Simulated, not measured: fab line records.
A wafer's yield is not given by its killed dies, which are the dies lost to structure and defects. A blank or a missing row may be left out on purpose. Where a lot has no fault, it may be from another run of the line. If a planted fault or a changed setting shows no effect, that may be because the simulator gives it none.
The tool behind it: which one? | flow nandHarc | 9 lots, 27 wafers sampled, at 6 steps of a route of 1302

## WHAT THE GAUGES SHOWED, per wafer
NHARC_END_WLT_00. Usual: VT_DECK1_BOTTOM 0.866, standard deviation 0.0079; VT_DECK1_BOTTOM_INNER 0.867, standard deviation 0.0079; VT_DECK1_MEDIAN_NEAR_BOTTOM 0.868, standard deviation 0.0074; VT_DECK1_MEDIAN_NEAR_BOTTOM_INNER 0.868, standard deviation 0.0075; VT_DECK1_MIDDLE 0.879, standard deviation 0.0071; VT_DECK1_MIDDLE_INNER 0.879, standard deviation 0.0072; VT_DECK1_TOP 0.890, standard deviation 0.0074; VT_DECK1_TOP_INNER 0.890, standard deviation 0.0072; VT_DECK2_BOTTOM 0.871, standard deviation 0.0078; VT_DECK2_BOTTOM_INNER 0.871, standard deviation 0.0075; VT_DECK2_MEDIAN_NEAR_BOTTOM 0.872, standard deviation 0.0075; VT_DECK2_MEDIAN_NEAR_BOTTOM_INNER 0.872, standard deviation 0.0079; VT_DECK2_MIDDLE 0.884, standard deviation 0.0063; VT_DECK2_MIDDLE_INNER 0.885, standard deviation 0.0065; VT_DECK2_TOP 0.896, standard deviation 0.0071; VT_DECK2_TOP_INNER 0.897, standard deviation 0.007.
lot  | measured     | on        | VT_DECK1_BOTTOM                     | VT_DECK1_BOTTOM_INNER               | VT_DECK1_MEDIAN_NEAR_BOTTOM         | VT_DECK1_MEDIAN_NEAR_BOTTOM_INNER   | VT_DECK1_MIDDLE                     | VT_DECK1_MIDDLE_INNER               | VT_DECK1_TOP                        | VT_DECK1_TOP_INNER                  | VT_DECK2_BOTTOM                     | VT_DECK2_BOTTOM_INNER               | VT_DECK2_MEDIAN_NEAR_BOTTOM         | VT_DECK2_MEDIAN_NEAR_BOTTOM_INNER   | VT_DECK2_MIDDLE                     | VT_DECK2_MIDDLE_INNER               | VT_DECK2_TOP                        | VT_DECK2_TOP_INNER                  | flag
L955 | day 24 08:57 | prober-01 | 0.862 0.857 0.858                   | 0.859 0.855 0.860                   | 0.859 0.855 0.854                   | 0.861 0.864 0.857                   | 0.867 0.864 0.866                   | 0.877 0.869 0.871                   | 0.885 0.882 0.880                   | 0.884 0.882 0.882                   | 0.882 0.881 0.899                   | 0.859 0.882 0.885                   | 0.880 0.870 0.880                   | 0.876 0.883 0.875                   | 0.886 0.890 0.897                   | 0.894 0.890 0.894                   | 0.896 0.901 0.897                   | 0.903 0.905 0.905                   | 
L956 | day 25 07:29 | prober-02 | 0.862 0.875 0.875                   | 0.866 0.867 0.870                   | 0.866 0.872 0.868                   | 0.873 0.877 0.863                   | 0.878 0.882 0.885                   | 0.882 0.882 0.880                   | 0.898 0.898 0.885                   | 0.891 0.894 0.892                   | 0.872 0.866 0.873                   | 0.869 0.862 0.875                   | 0.874 0.862 0.877                   | 0.877 0.862 0.871                   | 0.883 0.880 0.889                   | 0.884 0.882 0.896                   | 0.899 0.896 0.898                   | 0.900 0.890 0.888                   | 
L960 | day 27 04:26 | prober-01 | 0.860 0.856 0.866                   | 0.861 0.860 0.867                   | 0.863 0.864 0.868                   | 0.866 0.853 0.866                   | 0.868 0.874 0.866                   | 0.868 0.879 0.871                   | 0.878 0.880 0.894                   | 0.890 0.887 0.879                   | 0.856 0.872 0.868                   | 0.867 0.866 0.875                   | 0.872 0.880 0.869                   | 0.863 0.872 0.871                   | 0.884 0.889 0.883                   | 0.882 0.886 0.875                   | 0.893 0.899 0.893                   | 0.896 0.906 0.898                   | 
L959 | day 27 13:32 | prober-02 | 0.865 0.867 0.870                   | 0.862 0.861 0.863                   | 0.864 0.868 0.870                   | 0.867 0.864 0.867                   | 0.880 0.875 0.877                   | 0.870 0.877 0.879                   | 0.885 0.886 0.886                   | 0.882 0.885 0.888                   | 0.875 0.871 0.868                   | 0.883 0.867 0.872                   | 0.882 0.869 0.876                   | 0.887 0.870 0.875                   | 0.890 0.886 0.880                   | 0.884 0.881 0.885                   | 0.897 0.899 0.891                   | 0.896 0.893 0.896                   | 
L968 | day 31 01:32 | prober-01 | 6.037 5.972 5.984 6.018 5.967 5.980 | 5.996 6.059 6.066 6.065 5.978 6.069 | 6.002 5.958 6.004 6.020 6.011 5.985 | 5.998 5.951 5.990 5.994 6.041 6.015 | 5.957 5.994 5.973 6.010 6.016 5.947 | 5.961 6.047 5.994 5.987 6.037 5.966 | 6.015 6.002 6.011 5.973 6.007 6.007 | 5.969 6.031 6.064 5.965 5.975 6.013 | 5.944 6.012 6.028 6.024 6.051 5.988 | 6.008 6.035 6.005 6.071 5.993 6.008 | 6.003 5.980 6.027 6.006 6.057 6.010 | 6.019 5.971 5.986 6.029 6.030 6.020 | 5.990 5.951 6.000 5.981 5.968 6.024 | 6.000 6.008 6.040 5.960 5.978 5.979 | 5.964 5.997 6.008 5.993 6.019 5.986 | 5.992 6.008 6.014 5.978 5.981 6.007 | OFF
L970 | day 31 09:19 | prober-01 | 5.975 6.008 6.040 5.990 5.966 6.003 | 6.050 6.072 6.031 6.004 5.984 5.981 | 6.000 6.000 5.996 5.951 5.976 6.012 | 6.015 6.037 6.029 6.055 5.970 5.998 | 6.003 5.990 6.009 5.954 5.990 6.020 | 6.012 5.959 6.009 6.020 5.967 6.034 | 6.041 5.985 5.997 6.028 6.003 5.949 | 5.966 6.013 5.978 5.937 5.995 6.018 | 5.977 5.962 6.013 6.007 5.986 5.980 | 5.947 6.004 5.981 5.977 6.030 6.035 | 6.011 5.991 5.996 5.995 6.030 5.987 | 5.991 6.030 6.032 5.959 5.983 6.018 | 5.999 5.943 6.001 5.990 5.988 6.006 | 6.014 6.026 5.974 6.075 5.975 5.964 | 6.045 6.000 5.951 5.956 5.977 6.005 | 6.015 6.042 5.974 6.002 6.004 6.036 | OFF
L971 | day 31 06:14 | prober-02 | 0.861 0.871 0.861                   | 0.861 0.865 0.868                   | 0.863 0.865 0.872                   | 0.860 0.865 0.869                   | 0.877 0.886 0.870                   | 0.877 0.873 0.874                   | 0.892 0.894 0.890                   | 0.890 0.890 0.888                   | 0.878 0.868 0.877                   | 0.883 0.882 0.877                   | 0.879 0.875 0.875                   | 0.873 0.872 0.874                   | 0.883 0.889 0.885                   | 0.881 0.880 0.882                   | 0.894 0.900 0.893                   | 0.894 0.902 0.898                   | 
L973 | day 32 16:22 | prober-01 | 0.871 0.872 0.869                   | 0.868 0.876 0.875                   | 0.871 0.868 0.870                   | 0.876 0.870 0.872                   | 0.884 0.881 0.888                   | 0.884 0.887 0.888                   | 0.893 0.898 0.898                   | 0.893 0.891 0.895                   | 0.883 0.868 0.875                   | 0.880 0.873 0.874                   | 0.872 0.868 0.873                   | 0.874 0.883 0.876                   | 0.887 0.886 0.885                   | 0.889 0.880 0.894                   | 0.895 0.895 0.891                   | 0.889 0.897 0.905                   | 
L974 | day 32 19:59 | prober-02 | 0.878 0.872 0.872                   | 0.880 0.872 0.877                   | 0.878 0.874 0.874                   | 0.878 0.877 0.875                   | 0.891 0.882 0.886                   | 0.886 0.885 0.890                   | 0.902 0.896 0.895                   | 0.903 0.899 0.898                   | 0.863 0.867 0.868                   | 0.866 0.869 0.869                   | 0.867 0.870 0.868                   | 0.868 0.875 0.874                   | 0.891 0.888 0.880                   | 0.891 0.886 0.880                   | 0.897 0.897 0.901                   | 0.889 0.891 0.893                   | 

NHARC_END_SORT_01. Usual: for defectLimitedYield, 91.2 % with a standard deviation of 1.8; for killedAtArray, 55 with a standard deviation of 12; for killedAtOther, 1.0 with a standard deviation of 1.2; for killedAtPeriphery, 3.9 with a standard deviation of 2.6; for killedDies, 60 with a standard deviation of 12; for killedOpen, 3.3 with a standard deviation of 1.9; for killedShort, 2.5 with a standard deviation of 1.8.
lot  | measured     | on        | defectLimitedYield (%) | killedAtArray | killedAtOther | killedAtPeriphery | killedDies | killedOpen | killedShort | flag
L955 | day 24 12:17 | prober-01 | 90.8 92.2 90.5         | 58 52 56      | 0 0 0         | 4 1 8             | 62 53 64   | 3 3 0      | 1 7 1       | 
L956 | day 25 10:31 | prober-02 | 88.9 87.9 88.8         | 68 75 71      | 3 4 2         | 4 3 3             | 75 82 76   | 3 1 2      | 2 1 2       | 
L960 | day 27 07:25 | prober-01 | 92.2 90.5 90.7         | 47 62 57      | 1 1 1         | 5 1 5             | 53 64 63   | 3 0 1      | 0 0 3       | 
L959 | day 27 16:29 | prober-02 | 92.3 91.9 90.8         | 47 46 51      | 0 3 4         | 5 6 7             | 52 55 62   | 3 2 4      | 1 2 3       | 
L971 | day 31 09:13 | prober-02 | 92.5 91.0 92.5         | 47 55 47      | 0 0 0         | 4 6 4             | 51 61 51   | 2 2 2      | 1 3 4       | 
L973 | day 32 19:57 | prober-01 | 90.4 91.6 90.7         | 58 50 57      | 0 1 1         | 7 6 5             | 65 57 63   | 2 6 5      | 1 1 0       | 
L974 | day 32 22:58 | prober-02 | 92.9 92.2 90.8         | 44 50 56      | 1 2 2         | 3 1 4             | 48 53 62   | 3 4 5      | 6 6 5       | 

## WHAT TOOL EACH LOT RAN ON (gives the tool, then ch and the chambers of the sampled wafers, and finally the start)
lot  | NHARC_A_CHANNEL_HOLE_D2_ETCH_34              | NHARC_A_CHANNEL_HOLE_D2_ETCH_20 | NHARC_A_CHANNEL_HOLE_D2_ETCH_25 | NHARC_A_CHANNEL_FILL_D2_ALD_02
L955 | rieDiel-09 ch 1,3, day 13 18:14 or earlier   | harEtch-01 ch 0,1, day 13 18:14 | harEtch-01 ch 0,1, day 13 21:02 | aldHk-01 ch 0,2, day 14 00:02
L956 | rieDiel-04 ch 0,1,3, day 14 11:37 or earlier | harEtch-02 ch 0,1, day 14 11:37 | harEtch-02 ch 0,1, day 14 14:31 | aldHk-04 ch 0,1,2, day 14 17:23
L960 | rieDiel-08 ch 1,2,3, day 16 03:23 or earlier | harEtch-01 ch 0,1, day 16 03:23 | harEtch-01 ch 0,1, day 16 06:14 | aldHk-04 ch 2,3, day 16 09:10
L959 | rieDiel-09 ch 0,2,3, day 16 03:55 or earlier | harEtch-02 ch 0,1, day 16 03:55 | harEtch-02 ch 0,1, day 16 06:42 | aldHk-04 ch 1,2,3, day 16 09:52
L968 | rieDiel-09 ch 1,3, day 19 21:25 or earlier   | harEtch-02 ch 0,1, day 19 21:25 | harEtch-02 ch 0,1, day 20 00:16 | aldHk-04 ch 0,3, day 20 03:08
L970 | rieDiel-09 ch 1,2,3, day 20 10:36 or earlier | harEtch-02 ch 0,1, day 20 10:36 | harEtch-02 ch 0,1, day 20 13:23 | aldHk-04 ch 1,2,3, day 20 16:32
L971 | rieDiel-09 ch 0,2,3, day 20 17:37 or earlier | harEtch-02 ch 0,1, day 20 17:37 | harEtch-02 ch 0,1, day 20 20:25 | aldHk-04 ch 1,2, day 20 23:39
L973 | rieDiel-04 ch 0,1, day 21 21:43 or earlier   | harEtch-02 ch 0,1, day 21 21:43 | harEtch-02 ch 0,1, day 22 00:47 | aldHk-04 ch 1,2,3, day 22 03:29
L974 | rieDiel-08 ch 0,2, day 21 21:54 or earlier   | harEtch-01 ch 0,1, day 21 21:54 | harEtch-01 ch 0,1, day 22 00:41 | aldHk-01 ch 1,2, day 22 03:55
- NHARC_A_CHANNEL_HOLE_D2_ETCH_34: etches the open film in CF4/CHF3, target depth 154 nm, time 77 s.
- NHARC_A_CHANNEL_HOLE_D2_ETCH_20: etches the open film in C4F8/O2/Ar, time 361.9 s, target depth 1600 nm.
- NHARC_A_CHANNEL_HOLE_D2_ETCH_25: etches the open film in C4F8/O2/Ar, time 1040.2 s, target depth 1500 nm.
- NHARC_A_CHANNEL_FILL_D2_ALD_02: deposits SiO2, target thk 6 nm, pulse time 10 s, ald cycles 60.

## WHAT THE TOOLS THEMSELVES READ (means of the sampled wafers that have a number; where no wafer has one, the mark that the record gives instead)
NHARC_A_CHANNEL_HOLE_D2_ETCH_34. Usual: drypumpMotorCurrentA 5.8 A, standard deviation 0.55; oesProductAu 0.960 a.u., standard deviation 0.017; rfVppV 370.3 V, standard deviation 2; showerheadPlenumPTorr 1.56 Torr, standard deviation 0.051; throttleValvePct 16.802 %, standard deviation 0.0098.
lot  | tool       | drypumpMotorCurrentA (A) | oesProductAu (a.u.) | rfVppV (V) | showerheadPlenumPTorr (Torr) | throttleValvePct (%) | flag
L955 | rieDiel-09 | 5.3                      | 0.930               | 370.3      | 1.56                         | 16.796               | 
L956 | rieDiel-04 | 6.0                      | 0.960               | 369.5      | 1.54                         | 16.792               | 
L960 | rieDiel-08 | 6.3                      | 0.929               | 371.0      | 1.61                         | 16.801               | 
L959 | rieDiel-09 | 5.5                      | 0.963               | 368.7      | 1.54                         | 16.805               | 
L968 | rieDiel-09 | 5.3                      | 0.969               | 370.0      | 1.55                         | 16.793               | 
L970 | rieDiel-09 | 5.6                      | 0.972               | 370.5      | 1.57                         | 16.799               | 
L971 | rieDiel-09 | 5.5                      | 0.968               | 370.2      | 1.54                         | 16.806               | 
L973 | rieDiel-04 | 5.7                      | 0.967               | 368.0      | 1.51                         | 16.802               | 
L974 | rieDiel-08 | 6.3                      | 0.940               | 370.5      | 1.56                         | 16.798               | 

NHARC_A_CHANNEL_HOLE_D2_ETCH_20. Usual: drypumpMotorCurrentA 5.5 A, standard deviation 0.34; o2FlowSccm 35.70 sccm, standard deviation 0.1; showerheadPlenumPTorr 3.68 Torr, standard deviation 0.11; throttleValvePct 32.156 %, standard deviation 0.0097.
lot  | tool       | drypumpMotorCurrentA (A) | o2FlowSccm (sccm) | showerheadPlenumPTorr (Torr) | throttleValvePct (%) | flag
L955 | harEtch-01 | 5.6                      | 35.64             | 3.68                         | 32.151               | 
L956 | harEtch-02 | 5.4                      | 35.76             | 3.62                         | 32.158               | 
L960 | harEtch-01 | 5.6                      | 35.59             | 3.67                         | 32.166               | 
L959 | harEtch-02 | 5.1                      | 35.64             | 3.55                         | 32.154               | 
L968 | harEtch-02 | 5.4                      | 35.75             | 3.73                         | 32.158               | 
L970 | harEtch-02 | 5.4                      | 35.72             | 3.73                         | 32.154               | 
L971 | harEtch-02 | 5.4                      | 35.67             | 3.72                         | 32.159               | 
L973 | harEtch-02 | 5.1                      | 35.66             | 3.81                         | 32.162               | 
L974 | harEtch-01 | 5.7                      | 35.81             | 3.62                         | 32.150               | 

NHARC_A_CHANNEL_HOLE_D2_ETCH_25. Usual: drypumpMotorCurrentA 5.5 A, standard deviation 0.34; o2FlowSccm 31.20 sccm, standard deviation 0.098; showerheadPlenumPTorr 3.68 Torr, standard deviation 0.11; throttleValvePct 32.236 %, standard deviation 0.0086.
lot  | tool       | drypumpMotorCurrentA (A) | o2FlowSccm (sccm) | showerheadPlenumPTorr (Torr) | throttleValvePct (%) | flag
L955 | harEtch-01 | 5.6                      | 31.12             | 3.68                         | 32.238               | 
L956 | harEtch-02 | 5.4                      | 31.17             | 3.61                         | 32.238               | 
L960 | harEtch-01 | 5.6                      | 31.23             | 3.66                         | 32.225               | 
L959 | harEtch-02 | 5.1                      | 31.15             | 3.54                         | 32.232               | 
L968 | harEtch-02 | 5.4                      | 31.23             | 3.72                         | 32.229               | 
L970 | harEtch-02 | 5.4                      | 31.26             | 3.72                         | 32.231               | 
L971 | harEtch-02 | 5.4                      | 31.16             | 3.72                         | 32.234               | 
L973 | harEtch-02 | 5.1                      | 31.14             | 3.80                         | 32.238               | 
L974 | harEtch-01 | 5.8                      | 31.16             | 3.61                         | 32.243               | 

NHARC_A_CHANNEL_FILL_D2_ALD_02. Usual: heaterPowerOuterW 250 W, standard deviation 23; heaterPowerW 459 W, standard deviation 38; precursorPulseHeightRel 1.002, standard deviation 0.02.
lot  | tool     | heaterPowerOuterW (W) | heaterPowerW (W) | precursorPulseHeightRel | flag
L955 | aldHk-01 | 269                   | 490              | 0.998                   | 
L956 | aldHk-04 | 246                   | 464              | 0.997                   | 
L960 | aldHk-04 | 269                   | 462              | 0.986                   | 
L959 | aldHk-04 | 254                   | 458              | 1.005                   | 
L968 | aldHk-04 | -                     | -                | -                       | OFF
L970 | aldHk-04 | -                     | -                | -                       | OFF
L971 | aldHk-04 | 260                   | 468              | 1.002                   | 
L973 | aldHk-04 | 258                   | 467              | 0.999                   | 
L974 | aldHk-01 | 252                   | 476              | 1.022                   | 

## THE ANSWER, worked out from the rows above alone
Rule: a lot is off if the mean of its wafers that have a number lies more than 3 standard deviations from the usual mean. Also off: a lot with no number at a reading for which 4 or more lots have one. Where the step has rows for the other lots, those lots are counted as sound. Order of review: gauges by route order, followed by the tools' own readings, for which a lot's mean as printed above is used. At the first step where some lot is off, the reading lying furthest off is the one used; lots without a number count as furthest.
Off: L968, L970, seen at NHARC_END_WLT_00 (VT_DECK2_MIDDLE).
A tool fits if, at a process step before that reading, it ran every lot that is off, and no sound lot after the first of them. The gauges at NHARC_END_WLT_00 aren't tried: what is off there is off at NHARC_A_CHANNEL_FILL_D2_ALD_02 too, on other tools, and a gauge's error can't cause that. NHARC_A_CHANNEL_HOLE_D2_ETCH_34: start missing for some lots; hours and lot order therefore follow NHARC_A_CHANNEL_HOLE_D2_ETCH_20. Not one of the candidates tried fits.

## WHAT WAS PUT IN BY THE SIMULATOR
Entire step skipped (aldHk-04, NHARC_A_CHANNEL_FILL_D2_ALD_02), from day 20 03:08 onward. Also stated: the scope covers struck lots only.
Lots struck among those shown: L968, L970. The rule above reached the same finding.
